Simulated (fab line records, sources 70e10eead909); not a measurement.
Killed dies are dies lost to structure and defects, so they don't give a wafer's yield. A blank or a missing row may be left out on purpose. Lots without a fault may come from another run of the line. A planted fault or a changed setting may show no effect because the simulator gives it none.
A sampling plan put to the test | flow nand_harc | one fab line, 38 faults that these records tell of, each judged on the records of the lots that it struck
The plan is the line's own looks: the steps of the route at which a gauge or an inspection reads the wafer and doesn't change it. A look can be judged if struck wafers have a number there and the file gives its usual mean and standard deviation on fault-free wafers. Caught: at a look after the fault's first step, the mean of the struck wafers lies 4 or more of those standard deviations (sigma) from the usual mean. On the tool: the same test on the tool's own readings at the fault's steps. Another recipe on the struck wafers, or a record that is blank for them alone, also counts as caught.

THE FAULTS, as the simulator had put them in
1. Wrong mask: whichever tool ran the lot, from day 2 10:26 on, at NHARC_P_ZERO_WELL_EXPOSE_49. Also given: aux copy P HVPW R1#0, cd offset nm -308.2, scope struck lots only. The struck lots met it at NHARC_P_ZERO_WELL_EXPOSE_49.
2. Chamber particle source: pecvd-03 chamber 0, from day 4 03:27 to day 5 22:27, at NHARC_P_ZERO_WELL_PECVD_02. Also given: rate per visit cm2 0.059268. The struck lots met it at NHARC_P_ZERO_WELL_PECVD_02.
3. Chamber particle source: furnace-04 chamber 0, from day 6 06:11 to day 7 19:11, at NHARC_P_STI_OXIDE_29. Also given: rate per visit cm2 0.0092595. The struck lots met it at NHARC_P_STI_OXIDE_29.
4. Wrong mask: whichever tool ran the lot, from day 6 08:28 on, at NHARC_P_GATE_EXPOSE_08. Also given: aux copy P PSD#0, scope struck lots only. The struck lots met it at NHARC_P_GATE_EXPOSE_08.
5. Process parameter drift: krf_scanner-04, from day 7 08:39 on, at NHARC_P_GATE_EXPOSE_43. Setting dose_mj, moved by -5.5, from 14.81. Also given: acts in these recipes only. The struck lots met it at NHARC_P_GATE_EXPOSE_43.
6. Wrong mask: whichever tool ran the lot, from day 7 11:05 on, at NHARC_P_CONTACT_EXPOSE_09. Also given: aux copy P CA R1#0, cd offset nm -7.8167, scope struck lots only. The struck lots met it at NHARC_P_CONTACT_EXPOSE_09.
7. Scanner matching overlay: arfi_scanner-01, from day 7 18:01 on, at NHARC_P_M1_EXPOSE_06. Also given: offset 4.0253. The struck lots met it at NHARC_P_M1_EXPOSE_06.
8. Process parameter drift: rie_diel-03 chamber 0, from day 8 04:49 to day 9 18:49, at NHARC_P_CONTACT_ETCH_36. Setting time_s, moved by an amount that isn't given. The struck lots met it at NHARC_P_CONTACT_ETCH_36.
9. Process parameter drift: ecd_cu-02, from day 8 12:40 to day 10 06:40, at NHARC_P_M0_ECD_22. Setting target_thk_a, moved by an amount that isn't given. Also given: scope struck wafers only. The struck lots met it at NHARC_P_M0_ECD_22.
10. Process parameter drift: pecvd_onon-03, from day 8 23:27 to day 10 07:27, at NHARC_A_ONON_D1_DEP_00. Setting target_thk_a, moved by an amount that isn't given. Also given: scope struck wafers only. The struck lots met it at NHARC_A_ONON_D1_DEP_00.
11. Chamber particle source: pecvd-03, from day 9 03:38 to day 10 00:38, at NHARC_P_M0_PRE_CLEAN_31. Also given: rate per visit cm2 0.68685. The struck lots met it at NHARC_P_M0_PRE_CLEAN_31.
12. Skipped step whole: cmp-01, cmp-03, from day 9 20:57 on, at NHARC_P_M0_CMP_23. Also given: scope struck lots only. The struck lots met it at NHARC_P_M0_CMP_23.
13. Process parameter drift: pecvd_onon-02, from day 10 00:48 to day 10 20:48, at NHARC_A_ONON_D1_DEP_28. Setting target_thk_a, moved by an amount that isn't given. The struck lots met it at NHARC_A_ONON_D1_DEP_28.
14. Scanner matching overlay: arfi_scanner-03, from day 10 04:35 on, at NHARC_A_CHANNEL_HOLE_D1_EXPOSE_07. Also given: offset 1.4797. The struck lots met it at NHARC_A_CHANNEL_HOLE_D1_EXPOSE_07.
15. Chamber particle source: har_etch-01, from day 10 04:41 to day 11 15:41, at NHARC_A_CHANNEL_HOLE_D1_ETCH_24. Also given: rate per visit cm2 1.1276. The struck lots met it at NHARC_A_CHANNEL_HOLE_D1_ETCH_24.
16. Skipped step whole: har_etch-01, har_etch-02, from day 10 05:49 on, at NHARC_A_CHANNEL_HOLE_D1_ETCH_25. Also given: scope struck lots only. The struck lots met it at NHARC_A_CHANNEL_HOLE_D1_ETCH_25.
17. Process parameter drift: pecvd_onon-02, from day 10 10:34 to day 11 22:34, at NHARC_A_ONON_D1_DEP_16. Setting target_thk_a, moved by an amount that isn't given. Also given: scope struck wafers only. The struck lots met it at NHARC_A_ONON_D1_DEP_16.
18. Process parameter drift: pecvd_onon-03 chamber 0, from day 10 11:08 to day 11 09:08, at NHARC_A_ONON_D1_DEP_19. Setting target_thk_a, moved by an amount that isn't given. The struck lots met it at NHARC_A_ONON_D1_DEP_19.
19. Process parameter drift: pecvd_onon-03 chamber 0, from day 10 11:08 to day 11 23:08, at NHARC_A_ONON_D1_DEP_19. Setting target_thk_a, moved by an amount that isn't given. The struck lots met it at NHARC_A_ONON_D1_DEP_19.
20. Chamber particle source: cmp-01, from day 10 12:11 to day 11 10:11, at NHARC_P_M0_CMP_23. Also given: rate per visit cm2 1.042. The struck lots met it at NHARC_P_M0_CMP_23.
21. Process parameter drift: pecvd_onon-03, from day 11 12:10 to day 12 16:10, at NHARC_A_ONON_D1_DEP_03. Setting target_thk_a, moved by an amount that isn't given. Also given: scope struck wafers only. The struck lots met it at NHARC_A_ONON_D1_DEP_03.
22. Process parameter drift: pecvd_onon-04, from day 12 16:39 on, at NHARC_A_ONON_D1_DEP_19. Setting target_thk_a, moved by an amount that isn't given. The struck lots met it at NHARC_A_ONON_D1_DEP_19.
23. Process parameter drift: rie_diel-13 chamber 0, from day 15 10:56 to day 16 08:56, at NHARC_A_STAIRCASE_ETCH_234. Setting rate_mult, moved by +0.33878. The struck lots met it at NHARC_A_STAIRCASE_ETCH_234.
24. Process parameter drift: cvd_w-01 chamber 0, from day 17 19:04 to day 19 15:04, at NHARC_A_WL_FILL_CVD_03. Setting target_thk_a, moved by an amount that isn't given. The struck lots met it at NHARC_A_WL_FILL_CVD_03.
25. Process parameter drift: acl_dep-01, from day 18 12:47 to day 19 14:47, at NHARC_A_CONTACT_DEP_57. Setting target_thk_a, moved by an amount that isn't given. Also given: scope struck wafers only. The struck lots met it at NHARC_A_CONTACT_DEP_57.
26. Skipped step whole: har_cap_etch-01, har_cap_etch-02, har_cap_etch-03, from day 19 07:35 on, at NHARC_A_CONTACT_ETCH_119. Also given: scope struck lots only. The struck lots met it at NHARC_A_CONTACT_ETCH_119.
27. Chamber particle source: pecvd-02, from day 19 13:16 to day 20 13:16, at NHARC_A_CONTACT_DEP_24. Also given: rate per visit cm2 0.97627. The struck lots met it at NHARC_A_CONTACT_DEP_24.
28. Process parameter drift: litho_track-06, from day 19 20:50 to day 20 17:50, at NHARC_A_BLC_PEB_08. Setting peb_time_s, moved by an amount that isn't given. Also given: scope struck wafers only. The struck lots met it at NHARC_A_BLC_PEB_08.
29. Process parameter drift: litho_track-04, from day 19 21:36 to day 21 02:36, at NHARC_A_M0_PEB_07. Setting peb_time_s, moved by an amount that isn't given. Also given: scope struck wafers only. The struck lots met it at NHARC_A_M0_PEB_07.
30. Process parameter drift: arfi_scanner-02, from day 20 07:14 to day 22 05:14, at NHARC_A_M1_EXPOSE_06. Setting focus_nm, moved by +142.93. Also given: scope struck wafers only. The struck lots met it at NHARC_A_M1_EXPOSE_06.
31. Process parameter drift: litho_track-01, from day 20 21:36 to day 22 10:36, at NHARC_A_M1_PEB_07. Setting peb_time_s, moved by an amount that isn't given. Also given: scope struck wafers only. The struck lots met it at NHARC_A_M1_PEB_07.
32. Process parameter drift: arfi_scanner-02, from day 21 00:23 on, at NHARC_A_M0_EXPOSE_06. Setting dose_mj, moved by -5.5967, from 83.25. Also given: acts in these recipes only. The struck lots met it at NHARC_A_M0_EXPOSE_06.
33. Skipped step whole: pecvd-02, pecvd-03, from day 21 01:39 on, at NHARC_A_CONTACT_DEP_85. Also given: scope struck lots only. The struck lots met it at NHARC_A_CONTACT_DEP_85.
34. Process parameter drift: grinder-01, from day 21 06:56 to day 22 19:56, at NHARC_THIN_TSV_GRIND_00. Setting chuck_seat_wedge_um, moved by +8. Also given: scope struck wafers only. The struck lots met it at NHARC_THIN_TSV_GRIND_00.
35. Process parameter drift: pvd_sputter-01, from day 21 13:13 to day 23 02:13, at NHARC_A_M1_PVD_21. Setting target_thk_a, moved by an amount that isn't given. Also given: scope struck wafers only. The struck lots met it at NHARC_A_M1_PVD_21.
36. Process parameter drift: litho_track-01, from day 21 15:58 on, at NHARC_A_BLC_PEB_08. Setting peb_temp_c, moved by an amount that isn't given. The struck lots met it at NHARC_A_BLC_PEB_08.
37. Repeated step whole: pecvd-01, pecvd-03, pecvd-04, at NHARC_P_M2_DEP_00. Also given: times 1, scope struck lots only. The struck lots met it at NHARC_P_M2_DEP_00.
38. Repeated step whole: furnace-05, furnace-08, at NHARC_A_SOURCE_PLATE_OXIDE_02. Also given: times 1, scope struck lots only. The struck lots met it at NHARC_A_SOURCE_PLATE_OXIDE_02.

WHAT THE PLAN SAW
fault | on the tool itself                               | first look that catches it                      | reading, sigma                                            | median hours from its first step to that look | hours from the fault's start to the first struck lot there | judged looks passed uncaught
1     | no reading that can be judged                    | NHARC_P_ZERO_WELL_CD_MEAS_52                    | cd_nm -99 or beyond                                       | 0.1                                           | 1                                                          | 0
2     | no reading that can be judged                    | NHARC_P_ZERO_WELL_INSPECT_43                    | raw_defect_count +6.9                                     | 6.8                                           | 10                                                         | 1
3     | under 2 sigma                                    | none of the 2 looks that can be judged after it | strongest: killed_at_periphery at NHARC_END_SORT_01, +3.0 | -                                             | -                                                          | 2
4     | no reading that can be judged                    | NHARC_END_SORT_01                               | killed_at_periphery +99 or beyond                         | 379.1                                         | 378                                                        | 0
5     | exposure_dose_mJ_cm2 -99 or beyond sigma         | NHARC_P_GATE_CD_MEAS_46                         | cd_nm -47                                                 | 0.2                                           | 2                                                          | 0
6     | under 2 sigma                                    | NHARC_P_CONTACT_CD_MEAS_12                      | cd_nm -13                                                 | 0.1                                           | 4                                                          | 0
7     | no reading that can be judged                    | none of the 3 looks that can be judged after it | strongest: overlay_x_nm at NHARC_P_M1_OVL_MEAS_10, +3.9   | -                                             | -                                                          | 3
8     | run_length_s -99 or beyond sigma                 | NHARC_END_SORT_01                               | killed_at_periphery +99 or beyond                         | 326.3                                         | 336                                                        | 0
9     | under 2 sigma                                    | none of the 2 looks that can be judged after it | -                                                         | -                                             | -                                                          | 2
10    | no reading that can be judged                    | NHARC_A_ONON_D1_THK_MEAS_02                     | thk_nm -33                                                | 0.5                                           | 7                                                          | 0
11    | under 2 sigma                                    | NHARC_P_M1_INSPECT_11                           | raw_defect_count +99 or beyond                            | 1.5                                           | 4                                                          | 0
12    | the tool's record is blank for the struck wafers | NHARC_P_M0_THK_MEAS_24                          | thk_nm +99 or beyond                                      | 0.3                                           | 4                                                          | 0
13    | no reading that can be judged                    | NHARC_A_ONON_D1_THK_MEAS_30                     | thk_nm +9.8                                               | 0.5                                           | 0                                                          | 0
14    | no reading that can be judged                    | no look after it can be judged                  | -                                                         | -                                             | -                                                          | 0
15    | under 2 sigma                                    | NHARC_A_CHANNEL_HOLE_D1_INSPECT_40              | raw_defect_count +44                                      | 3.6                                           | 7                                                          | 0
16    | the tool's record is blank for the struck wafers | NHARC_A_CHANNEL_HOLE_D1_CD_MEAS_30              | cd_nm -74                                                 | 2.6                                           | 5                                                          | 0
17    | under 2 sigma                                    | NHARC_A_ONON_D1_THK_MEAS_18                     | thk_nm -8.1                                               | 0.5                                           | 19                                                         | 0
18    | no reading that can be judged                    | NHARC_A_ONON_D1_THK_MEAS_21                     | thk_nm -48                                                | 0.5                                           | 12                                                         | 0
19    | under 2 sigma                                    | NHARC_A_ONON_D1_THK_MEAS_21                     | thk_nm +65                                                | 0.5                                           | 12                                                         | 0
20    | under 2 sigma                                    | NHARC_P_M0_INSPECT_27                           | raw_defect_count +6.8                                     | 0.5                                           | 1                                                          | 0
21    | under 2 sigma                                    | NHARC_A_ONON_D1_THK_MEAS_05                     | thk_nm +67                                                | 0.5                                           | 4                                                          | 0
22    | no reading that can be judged                    | NHARC_A_ONON_D1_THK_MEAS_21                     | thk_nm -10                                                | 0.5                                           | 6                                                          | 0
23    | oes_product_au +18 sigma                         | NHARC_END_SORT_01                               | killed_at_array +64                                       | 196.2                                         | 202                                                        | 0
24    | under 2 sigma                                    | NHARC_END_SORT_01                               | killed_at_array +64                                       | 106.1                                         | 112                                                        | 0
25    | under 2 sigma                                    | NHARC_END_SORT_01                               | killed_at_array +64                                       | 64.3                                          | 70                                                         | 0
26    | the tool's record is blank for the struck wafers | NHARC_END_SORT_01                               | killed_at_array +64                                       | 71.7                                          | 75                                                         | 0
27    | under 2 sigma                                    | NHARC_END_SORT_01                               | killed_at_array +6.1                                      | 82.6                                          | 85                                                         | 1
28    | no reading that can be judged                    | NHARC_A_BLC_CD_MEAS_10                          | cd_nm +14                                                 | 0.1                                           | 8                                                          | 0
29    | no reading that can be judged                    | not the one look that can be judged after it    | strongest: cd_nm at NHARC_A_M0_CD_MEAS_09, +3.6           | -                                             | -                                                          | 1
30    | no reading that can be judged                    | NHARC_A_M1_CD_MEAS_09                           | cd_nm +19                                                 | 0.1                                           | 2                                                          | 0
31    | no reading that can be judged                    | NHARC_A_M1_CD_MEAS_09                           | cd_nm +4.9                                                | 0.1                                           | 7                                                          | 0
32    | exposure_dose_mJ_cm2 -61 sigma                   | NHARC_A_M0_CD_MEAS_09                           | cd_nm -6.8                                                | 0.1                                           | 14                                                         | 0
33    | the tool's record is blank for the struck wafers | NHARC_END_SORT_01                               | killed_at_array +64                                       | 66.8                                          | 67                                                         | 0
34    | under 2 sigma                                    | NHARC_END_SORT_01                               | killed_at_other +99 or beyond                             | 23.3                                          | 29                                                         | 1
35    | under 2 sigma                                    | NHARC_END_SORT_01                               | sort_bin_2_pct +99 or beyond                              | 39.1                                          | 47                                                         | 0
36    | plate_temp_C -24 sigma                           | NHARC_A_BLC_CD_MEAS_10                          | cd_nm -22                                                 | 0.1                                           | 1                                                          | 0
37    | no reading that can be judged                    | NHARC_END_SORT_01                               | killed_at_periphery +99 or beyond                         | 319.5                                         | -                                                          | 0
38    | under 2 sigma                                    | NHARC_A_SOURCE_PLATE_THK_MEAS_09                | thk_nm +7.4                                               | 8.4                                           | -                                                          | 0
A dash: the fault isn't caught, or these records don't give the number.

Caught at a look: 33 of 38. Caught on the tool: 9 of 38. By one or the other: 33 of 38.
Caught at a look alone: faults 1, 2, 4, 6, 10, 11, 13, 15, 17, 18, 19, 20, 21, 22, 24, 25, 27, 28, 30, 31, 34, 35, 37, 38.
Caught by neither: faults 3, 7, 9, 14, 29.

THINNER SAMPLING
If the look that catches a fault measured only every second or every third lot, by lot number, the first struck lot would be measured this late in the worst case:
fault | struck lots at that look, in order of time | every lot | every second lot | every third lot
1     | L842                                       | 1 h       | may miss it      | may miss it
2     | L748, L749                                 | 10 h      | 16 h             | may miss all 2
4     | L408                                       | 378 h     | may miss it      | may miss it
5     | L587, L588, L592                           | 2 h       | 3 h              | 25 h
6     | L383                                       | 4 h       | may miss it      | may miss it
8     | L652, L649                                 | 336 h     | 342 h            | may miss all 2
10    | L986, L987, L988                           | 7 h       | 12 h             | 16 h
11    | L436, L438, L440                           | 4 h       | may miss all 3   | 16 h
12    | L263, L264, L265                           | 4 h       | 6 h              | 15 h
13    | L860, L861                                 | 0 h       | 1 h              | may miss all 2
15    | L293, L288                                 | 7 h       | 11 h             | may miss all 2
16    | L118, L116, L113                           | 5 h       | 10 h             | may miss all 3
17    | L711, L713                                 | 19 h      | may miss all 2   | may miss all 2
18    | L283, L282                                 | 12 h      | 19 h             | may miss all 2
19    | L527, L526                                 | 12 h      | 19 h             | may miss all 2
20    | L152, L153                                 | 1 h       | 12 h             | may miss all 2
21    | L839, L840                                 | 4 h       | 14 h             | may miss all 2
22    | L942, L944                                 | 6 h       | may miss all 2   | may miss all 2
23    | L438, L440                                 | 202 h     | may miss all 2   | may miss all 2
24    | L677, L681                                 | 112 h     | may miss all 2   | may miss all 2
25    | L739, L740                                 | 70 h      | 73 h             | may miss all 2
26    | L502, L504, L506                           | 75 h      | may miss all 3   | 90 h
27    | L518, L519                                 | 85 h      | 96 h             | may miss all 2
28    | L943, L945                                 | 8 h       | may miss all 2   | may miss all 2
30    | L859, L858, L860                           | 2 h       | 13 h             | 22 h
31    | L731, L732, L736                           | 7 h       | 21 h             | 33 h
32    | L536, L537                                 | 14 h      | 19 h             | may miss all 2
33    | L660, L659                                 | 67 h      | 74 h             | may miss all 2
34    | L845, L849                                 | 29 h      | may miss all 2   | may miss all 2
35    | L609, L608                                 | 47 h      | 51 h             | may miss all 2
36    | L362, L365                                 | 1 h       | 21 h             | may miss all 2
Hours are from the fault's start to the first struck lot that is measured. The limit of 4 sigma was tested on all struck wafers together, so one lot alone may lie under it. Other struck lots may not be in these records.

THE LONGEST TIMED WAY FROM STEP TO LOOK
Fault 4: a median of 379.1 hours passes between NHARC_P_GATE_EXPOSE_08 and NHARC_END_SORT_01. No look between them can be judged.
